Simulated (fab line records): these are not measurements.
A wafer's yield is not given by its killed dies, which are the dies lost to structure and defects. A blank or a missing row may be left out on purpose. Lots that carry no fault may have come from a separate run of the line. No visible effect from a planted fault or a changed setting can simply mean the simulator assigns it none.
Struck lot and sound lot, side by side ; flow nand_harc ; 14 out of 1302 route steps
Sound: these wafers, L932.1, L932.4, L932.5. The struck wafers were L942.2, L942.5, L942.6. The cause comes at the end.
Order at every step that has rows: each side's tool, ch and its chambers, its first start. Under that, the readings that differ: sound wafers ; struck wafers ; difference of the means ; sigmas: that difference in standard deviations of wafers without a fault.
alike: words and numbers the same on both sides, and readings whose means are apart by under 2 such deviations; not compared: readings that were withheld, readings missing a value for some wafer, numbers with overlapping values and no deviation given by the record, and bounds like >300 which may hide the same value.
A row with sigmas, a row that says differs or no value, or rows on one side alone: a step with any of these is where the two part. Non-overlapping numbers with no deviation appear without sigmas and do not part them. Lack of a reading on every wafer of one side parts them only where that side has two or more wafers.

first, 9 steps without rows for these wafers: NHARC_P_GATE_STRIP_63 (strips in SPM, time 900 s); NHARC_P_GATE_DEHYDRATE_83 (time 120 s); NHARC_P_GATE_HMDS_84 (time 30 s); NHARC_P_GATE_COAT_85; NHARC_P_GATE_SOFTBAKE_86 (time 95 s); NHARC_P_GATE_EBR_87; NHARC_P_GATE_EXPOSE_88 (exposes mask P HVN, target cd 2000 nm); NHARC_P_GATE_PEB_89 (peb time 85 s); NHARC_P_GATE_DEVELOP_90 (time 70 s).
NHARC_P_GATE_CD_MEAS_91: target cd 2000 nm.
  sound on cd_sem-01 ch 0, day 8 19:43; struck on cd_sem-03 ch 0, day 12 19:44
  alike: cd_nm
then, 1 step without rows for these wafers: NHARC_P_GATE_HARDBAKE_92 (time 80 s).
NHARC_P_GATE_DESCUM_93: chemistry O2, time 3 s.
  sound on rie_diel-13 ch 0,1,2, day 8 19:53; struck on rie_diel-13 ch 0,1,3, day 12 19:56
  alike: drypump_motor_current_A, oes_product_au, rf_vpp_V, showerhead_plenum_p_Torr, throttle_valve_pct
  not compared: rf_hours_counter_h
NHARC_P_GATE_IMPLANT_94:
  struck on implanter-01, day 12 20:04; sound on implanter-01 ch 0, day 8 20:01
  no value came back on the struck wafers for beam_energy_keV, beam_on_s (s), tilt_deg (degrees); on the sound wafers beam_energy_keV reads 59.988 60.010 60.003
NHARC_P_GATE_STRIP_113: strips in N2/H2, time 740 s.
  sound on plasma_asher-02 ch 1, day 8 20:22; struck on plasma_asher-02 ch 0,1, day 12 20:25
  alike: drypump_motor_current_A, heater_power_w
  not compared: rf_hours_counter_h

== WHERE THEY PART ==
NHARC_P_GATE_IMPLANT_94 only, going by this record. Later steps at which nothing parts them and some readings are alike: NHARC_P_GATE_STRIP_113.

WHY: what the simulator had put in
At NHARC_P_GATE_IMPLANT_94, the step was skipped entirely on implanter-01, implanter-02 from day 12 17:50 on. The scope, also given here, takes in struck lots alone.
